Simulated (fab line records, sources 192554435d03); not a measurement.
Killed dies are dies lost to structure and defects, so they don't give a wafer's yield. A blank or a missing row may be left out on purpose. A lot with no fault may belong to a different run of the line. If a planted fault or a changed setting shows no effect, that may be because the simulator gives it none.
Comparing a struck lot with a sound one :: flow n5-finfet :: 14 steps out of a route of 1938
Sound: these wafers, L951.1, L951.2, L951.6. Struck: wafers L971.2, L971.5, L971.6. The cause comes at the end.
For every step that has rows: the tool of each side, followed by ch and its chambers, followed by its first start. Under that, the readings that differ: sound wafers :: struck wafers :: difference of the means :: sigmas: that difference in standard deviations of wafers without a fault.
alike: same words and numbers on both sides, and readings whose means sit less than 2 such deviations apart. not compared: any withheld reading, any reading some wafer has no value for, any bound like >300 that may hide the same value, and any number with overlapping values for which the record gives no deviation.
The two part at a step that has a row with sigmas, a row that says differs or no value, or rows on one side only. Numbers that have no deviation but don't overlap get no sigmas and don't part them. A reading that every wafer of one side lacks parts them only if that side has two wafers or more.

N5_BEOL_M6_ETCH_62: etches SOC in N2/H2, target depth 110 nm, overetch 22 nm, time 165 s.
  sound on rie-diel-05 ch 0,2, day 8 21:09; struck on rie-diel-06 ch 2,3, day 15 00:40
reading: drypump-motor-current-A (A)
sound: 6.4 6.2 6.2
struck: 4.9 5.0 4.9
difference: -1.3
sigmas: -2

reading: oes-product-au (a.u.)
sound: 0.69 0.61 0.61
struck: 0.83 0.59 0.83
difference: +0.11
sigmas: +2
  alike: h2-flow-sccm, rf-vpp-V, showerhead-plenum-p-Torr, throttle-valve-pct
  not compared: rf-hours-counter-h
then, 1 step without rows for these wafers: N5_BEOL_M6_STRIP_68 (strips in N2/H2).
N5_BEOL_M6_STRIP_67: strips in CF4.
  sound on rie-diel-05 ch 0,2, day 8 21:17; struck on rie-diel-06 ch 2,3, day 15 00:49
reading: drypump-motor-current-A (A)
sound: 6.4 6.2 6.3
struck: 4.9 5.0 4.9
difference: -1.4
sigmas: -2

reading: oes-product-au (a.u.)
sound: 0.81 0.72 0.72
struck: 0.98 0.69 0.97
difference: +0.13
sigmas: +2
  alike: rf-vpp-V, showerhead-plenum-p-Torr, throttle-valve-pct
  not compared: rf-hours-counter-h
N5_BEOL_M6_HM_OPEN_17: chemistry Cl2/BCl3, target TiN, target depth 20 nm, overetch 6 nm.
  sound on rie-metal-02 ch 0,1, day 8 21:20; struck on rie-metal-01 ch 0,1, day 15 00:51
reading: oes-product-au (a.u.)
sound: 0.54 0.61 0.60
struck: 0.73 0.72 0.72
difference: +0.14
sigmas: +2

reading: throttle-valve-pct (%)
sound: 22.25 22.27 22.28
struck: 21.97 21.97 21.93
difference: -0.31
sigmas: -3
  alike: drypump-motor-current-A
  not compared: rf-hours-counter-h
N5_BEOL_M6_STRIP_19: strips in O2.
  sound on rie-diel-06 ch 1,2,3, day 8 21:27; struck on rie-diel-02 ch 0,3, day 15 01:01
reading: oes-product-au (a.u.)
sound: 0.69 0.72 0.70
struck: 0.99 0.98 0.74
difference: +0.20
sigmas: +3
  alike: drypump-motor-current-A, rf-vpp-V, showerhead-plenum-p-Torr, throttle-valve-pct
  not compared: rf-hours-counter-h
N5_BEOL_M6_CD_MEAS_18: pitch 80 nm, target cd 40 nm.
  struck on cd-sem-03, day 15 01:05; sound on cd-sem-02, day 8 21:31
  alike: cd-nm
then, 6 steps without rows for these wafers: N5_BEOL_M6_COAT_63 (time 60 s, resist thk 60 nm); N5_BEOL_M6_COAT_64 (time 60 s, resist thk 12 nm); N5_BEOL_M6_COAT_71 (time 60 s, resist thk 5 nm); N5_BEOL_M6_COAT_22 (resist thk 30 nm); N5_BEOL_M6_EBR_24; N5_BEOL_M6_SOFTBAKE_23 (time 60 s).
N5_BEOL_M6_EXPOSE_25: exposes mask V5, target cd 40 nm.
  struck on euv-scanner-01, day 15 03:04; sound on euv-scanner-02 ch 0, day 8 22:05
  no value came back on the struck wafers for exposure-dose-mJ-cm2, focus-offset-nm (nm), na; on the sound wafers exposure-dose-mJ-cm2 reads 45.6 45.6 45.6
  alike: mask
then, 1 step without rows for these wafers: N5_BEOL_M6_PEB_26 (peb time 60 s).

## WHERE THEY PART
Earliest at N5_BEOL_M6_ETCH_62; latest, in this record, at N5_BEOL_M6_EXPOSE_25.

WHY: what had been put in by the simulator
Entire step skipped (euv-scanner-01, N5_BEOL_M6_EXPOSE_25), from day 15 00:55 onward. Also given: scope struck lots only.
